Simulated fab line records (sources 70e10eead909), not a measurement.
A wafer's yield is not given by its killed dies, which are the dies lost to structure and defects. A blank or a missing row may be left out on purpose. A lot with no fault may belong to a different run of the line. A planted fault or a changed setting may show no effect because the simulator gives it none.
Chamber matching    flow nandHarc    3 sister chambers for NHARC_A_M1_PRE_CLEAN_32 on pecvd-04
The step time 12 s. 27 wafers are shown with their chamber, then 12 later ones without.

== EACH WAFER AND ITS CHAMBER ==
wafer   chamber  heaterPowerW (W)
L074.1  0        708
L074.5  1        692
L074.6  2        664
L076.2  1        692
L076.4  1        673
L076.6  0        717
L078.2  2        693
L078.3  0        709
L078.6  2        664
L078.1  1        617
L078.4  1        601
L078.5  0        690
L080.1  1        655
L080.2  0        735
L080.6  2        624
L081.1  0        626
L081.3  2        650
L081.4  1        635
L083.3  0        722
L083.4  0        698
L083.5  2        665
L084.1  2        670
L084.4  2        667
L084.5  1        662
L084.2  0        675
L084.3  1        664
L084.6  0        672

SIGNATURES (means of the wafers above)
reading       chamber 0  chamber 1  chamber 2  scatter within a chamber
heaterPowerW  695.20     654.56     662.12     28.5
Rule: for each reading, subtract the chamber's mean from the wafer's reading, divide by that reading's scatter and square the result; add these up over the readings and take the root, which gives the wafer's distance from the chamber. If the next closest chamber is less than 2 further off than the closest, the wafer can't be placed; otherwise it belongs to the closest. How the scatter is found: for the shown wafers, subtract from each reading the mean of its chamber, square and add these, divide the total by (wafers less chambers), then take the root.

== WAFERS MISSING THEIR CHAMBER ==
wafer   heaterPowerW (W)
L089.3  774
L089.4  712
L089.5  713
L087.2  733
L087.4  710
L087.5  661
L095.1  764
L095.3  732
L095.4  764
L095.2  684
L095.5  715
L095.6  681

== WHICH CHAMBER EACH WENT THROUGH ==
wafer   from the rows above           in truth
L089.3  can't be placed: 0 or 2 or 1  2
L089.4  can't be placed: 0 or 2 or 1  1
L089.5  can't be placed: 0 or 2 or 1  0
L087.2  can't be placed: 0 or 2 or 1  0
L087.4  can't be placed: 0 or 2 or 1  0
L087.5  can't be placed: 2 or 1 or 0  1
L095.1  can't be placed: 0 or 2 or 1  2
L095.3  can't be placed: 0 or 2 or 1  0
L095.4  can't be placed: 0 or 2 or 1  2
L095.2  can't be placed: 0 or 2 or 1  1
L095.5  can't be placed: 0 or 2 or 1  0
L095.6  can't be placed: 0 or 2 or 1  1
Placed correctly: 0 of 12. Cannot be placed on the basis of these rows: 12; the candidates contain the true chamber in 12. Wrongly placed: 0.
